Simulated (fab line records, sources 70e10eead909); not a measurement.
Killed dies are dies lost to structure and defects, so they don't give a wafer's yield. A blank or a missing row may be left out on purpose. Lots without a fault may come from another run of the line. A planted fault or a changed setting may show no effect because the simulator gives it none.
A struck lot beside a sound one | flow nand_harc | 26 steps out of a route of 1302
Sound: wafers L310.1, L310.2, L310.4. Struck: wafer L298.4. (L298.3, L298.5 of the same lot were not struck and are left out.) The cause comes at the end.
At each step with rows: each side's tool, then ch and its chambers, then its first start. Under that, the readings that differ: sound wafers | struck wafers | difference of the means | sigmas: that difference in standard deviations of wafers without a fault.
alike: readings whose means differ by less than 2 such deviations, and words and numbers that are the same on both sides. not compared: withheld readings, readings that some wafer has no value for, bounds like >300 that may hide the same value, and numbers for which the record gives no deviation and whose values overlap.
The two part at a step that has a row with sigmas, a row that says differs or no value, or rows on one side only. Numbers that don't overlap but have no deviation are shown without sigmas and don't part them. A reading that every wafer of one side lacks parts them only if that side has two wafers or more.

first, 2 steps without rows for these wafers: NHARC_P_M0_PRE_CLEAN_29 (time 30 s); NHARC_P_M0_PVD_20 (deposits TaN, target thk 5 nm, time 8.06 s).
NHARC_P_M0_PVD_21: deposits Cu, target thk 30 nm, time 20.49 s.
  sound on pvd_sputter-01; struck on pvd_sputter-02
  alike: throttle_valve_pct
then, 1 step without rows for these wafers: NHARC_P_M0_ECD_22 (material Cu, target thk 400 nm).
NHARC_P_M0_ANNEAL_30: time 90 s.
  sound on rtp_anneal-02 ch 0, day 12 23:18; struck on rtp_anneal-01 ch 0, day 8 09:46
  alike: anneal_temp_c_max, wafer_temp_C_max
then, 1 step without rows for these wafers: NHARC_P_M0_CMP_23 (polishes, t overpolish 20 s, target thk 117.54 nm).
NHARC_P_M0_THK_MEAS_24: measures by xrf.
  sound on film_metro-01, day 12 23:58; struck on film_metro-01, day 8 10:20
  alike: thk_nm
then, 1 step without rows for these wafers: NHARC_P_M0_SRD_25.
NHARC_P_M0_INSPECT_27:
  sound on defect_inspect-01, day 13 00:07; struck on defect_inspect-01, day 8 10:29
  alike: raw_defect_count
NHARC_P_M0_PRE_CLEAN_31: time 12 s.
  sound on pecvd-01 ch 0,2, day 13 00:11; struck on pecvd-03 ch 0, day 8 10:33
  alike: heater_power_w
NHARC_P_M0_DEP_32: deposits SiCN, target thk 30 nm.
  sound on pecvd-01 ch 0,2, day 13 00:16; struck on pecvd-03 ch 0, day 8 10:38
  alike: heater_power_w, showerhead_vpp_V
NHARC_P_M1_DEP_00: deposits SiOC, target thk 182.5 nm.
  sound on pecvd-03 ch 1,2, day 13 00:44; struck on pecvd-01 ch 0, day 8 11:05
  alike: showerhead_vpp_V
then, 9 steps without rows for these wafers: NHARC_P_M1_DEHYDRATE_01 (time 120 s); NHARC_P_M1_HMDS_02 (time 30 s); NHARC_P_M1_COAT_34 (time 65 s); NHARC_P_M1_COAT_03 (resist thk 90 nm); NHARC_P_M1_SOFTBAKE_04 (time 55 s); NHARC_P_M1_EBR_05; NHARC_P_M1_EXPOSE_06 (exposes mask P M1, target cd 130 nm); NHARC_P_M1_PEB_07 (peb time 65 s); NHARC_P_M1_DEVELOP_08 (develop time 35 s).
NHARC_P_M1_CD_MEAS_09: target cd 130 nm.
  sound on cd_sem-02 ch 0, day 13 01:31; struck on cd_sem-01 ch 0, day 8 11:53
  alike: cd_nm
NHARC_P_M1_OVL_MEAS_10: pitch 260 nm.
  sound on overlay-01, day 13 01:36; struck on overlay-01, day 8 11:58
  reading           | sound          | struck | difference | sigmas
  overlay_x_nm (nm) | -1.5 -1.1 -1.7 | 0.6    | +2.0       | +3
  alike: overlay_y_nm
NHARC_P_M1_INSPECT_11:
  sound on defect_inspect-02, day 13 01:38; struck on defect_inspect-01, day 8 12:01
  reading          | sound | struck | difference | sigmas
  raw_defect_count | 5 4 3 | 15     | +11        | +4
NHARC_P_M1_DESCUM_14: chemistry O2, time 3 s.
  sound on rie_diel-09 ch 0,1,2, day 13 01:42; struck on rie_diel-11 ch 2, day 8 12:05
  alike: drypump_motor_current_A, oes_product_au, rf_vpp_V, showerhead_plenum_p_Torr, throttle_valve_pct
  not compared: rf_hours_counter_h
-- the record jumps here: 18 days lie between the struck wafers' starts before and after (it left off in module P_M1 and takes up again in module END, whose first step shown is number 1302 of the route) --
NHARC_END_SORT_01:
  the record has rows for the struck wafers here (prober-02 ch 0, day 26 13:04) and none for the sound ones

WHERE THEY PART
First at NHARC_P_M1_OVL_MEAS_10; last, within this record, at NHARC_END_SORT_01.

WHY: what the simulator had put in
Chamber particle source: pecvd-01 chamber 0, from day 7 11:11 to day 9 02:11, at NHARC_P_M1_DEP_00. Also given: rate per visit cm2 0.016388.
